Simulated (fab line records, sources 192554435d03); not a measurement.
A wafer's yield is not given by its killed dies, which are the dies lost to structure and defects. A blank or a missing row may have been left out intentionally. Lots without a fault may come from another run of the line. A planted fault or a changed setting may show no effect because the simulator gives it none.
Comparing a struck lot with a sound one / flow n5-finfet / 27 out of 1938 route steps
Sound: wafers L281.1, L281.3, L281.5. Wafers L267.1, L267.3, L267.4 were the ones struck. The cause is named last.
Each step with rows lists, per side, the tool, then ch with its chambers, then its first start. Under that, the readings that differ: sound wafers / struck wafers / difference of the means / sigmas: that difference in standard deviations of wafers without a fault.
alike: readings with means less than 2 such deviations apart, plus words and numbers identical on both sides. not compared: withheld readings, readings lacking a value on some wafer, bounds such as >300 that could conceal the same value, and numbers that have no deviation in the record and whose values overlap.
Wherever a step has rows on one side only, a row that says differs or no value, or a row with sigmas, the two part there. Non-overlapping numbers with no deviation appear without sigmas and do not part them. A reading that every wafer of one side lacks parts them only if that side has two wafers or more.

first, 9 steps without rows for these wafers: N5_BEOL_M9_DESCUM_33 (chemistry O2, time 7 s); N5_BEOL_M9_ETCH_76 (etches underlayer in N2/H2, target depth 6.5 nm, time 5.2 s); N5_BEOL_M9_ETCH_65 (etches SiARC in CF4, target depth 15.6 nm, time 26 s); N5_BEOL_M9_ETCH_66 (etches SOC in N2/H2, target depth 80 nm, overetch 16 nm, time 120 s); N5_BEOL_M9_STRIP_69 (strips in N2/H2); N5_BEOL_M9_STRIP_77 (strips in N2/H2); N5_BEOL_M9_VIA_ETCH_34 (etches SiCOH lowk in C4F6/O2, target depth 182.4 nm, time 68.4 s); N5_BEOL_M9_STRIP_73 (strips in C4F6/O2); N5_BEOL_M9_STRIP_36 (strips in N2/H2).
N5_BEOL_M9_TRENCH_ETCH_37: etches SiCOH lowk in C4F6/O2, target depth 151.43 nm, time 49 s.
  sound on rie-diel-02 ch 0,3, day 14 14:46; struck on rie-diel-05 ch 2,3, day 11 12:20
reading=bias-w (W); sound=184.9 185.4 185.2; struck=203.8 203.4 203.6; difference=+18.4; sigmas=+35
reading=rf-vpp-V (V); sound=678 677 678; struck=701 728 701; difference=+32; sigmas=+3
reading=showerhead-plenum-p-Torr (Torr); sound=2.99 2.94 2.99; struck=2.73 2.69 2.73; difference=-0.26; sigmas=-3
reading=throttle-valve-pct (%); sound=20.44 21.02 20.44; struck=21.14 21.23 21.12; difference=+0.53; sigmas=+3
reading=model.BEOL_M9.feature-depth-nm (nm); sound=153.4 151.2 151.6; struck=156.8 153.6 156.6; difference=+3.6; sigmas=
reading=model.etch.depth-nm (nm); sound=153.4 151.3 151.5; struck=156.8 153.6 156.5; difference=+3.6; sigmas=
  alike: drypump-motor-current-A, oes-product-au
  not compared: rf-hours-counter-h
then, 15 steps without rows for these wafers: N5_BEOL_M9_ETCH_41 (etches SiCN in CH3F/O2, target depth 36.6 nm, time 70.1 s); N5_BEOL_M9_STRIP_80 (strips in N2/H2, time 10 s); N5_BEOL_M9_HM_STRIP_39 (strips TiN in peroxide tin strip, target depth 25 nm, time 158 s); N5_BEOL_M9_SRD_40 (time 30 s); N5_BEOL_M9_PRECLEAN_42 (cleans in residue remover, time 60 s); N5_BEOL_M9_SRD_43 (time 30 s); N5_BEOL_M9_CURE_72 (cures SiCOH lowk, time 120 s); N5_BEOL_M9_DEGAS_44 (time 60 s); N5_BEOL_M9_PRE_CLEAN_45 (time 30 s); N5_BEOL_M9_ALD_74 (deposits TaN, target thk 2 nm, pulse time 2 s, purge time 3 s); N5_BEOL_M9_SURFACE_TREAT_79; N5_BEOL_M9_CVD_78 (deposits Co from CCTBA/H2, target thk 2 nm, time 138.9 s); N5_BEOL_M9_SPUTTER_48 (material Cu, target thk 12 nm, time 2 s); N5_BEOL_M9_ECD_50 (material Cu, target thk 318 nm); N5_BEOL_M9_ANNEAL_51 (time 90 s).
N5_BEOL_M9_CMP_52: polishes, stops on SiCOH lowk, t overpolish 7 s, target thk 140 nm.
  sound on cmp-01 ch 0,3, day 14 17:37; struck on cmp-04 ch 0,1,3, day 11 16:29
reading=model.Cu_of_BEOL_M9_ECD_50.thk-nm (nm); sound=141 138.4 139; struck=144 142.2 144; difference=+4; sigmas=
  alike: barrier-field-endpoint-s, motor-current-A, overpolish-run-s, time-to-endpoint-s
-- here the record skips 2 days between the struck wafers' starts before and after, leaving off in module BEOL_M9 and picking up in module PASSIVATION (first step shown: number 1936 of the route) --
N5_PASSIVATION_PROBE_49:
  record: rows for the struck wafers here (prober-01, day 13 21:34), none for the sound ones

## WHERE THEY PART
At N5_BEOL_M9_TRENCH_ETCH_37 first; at N5_PASSIVATION_PROBE_49 last (within this record only).

WHY: whatever the simulator had introduced
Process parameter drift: rie-diel-05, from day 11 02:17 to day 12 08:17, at N5_BEOL_M9_TRENCH_ETCH_37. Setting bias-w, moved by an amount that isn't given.
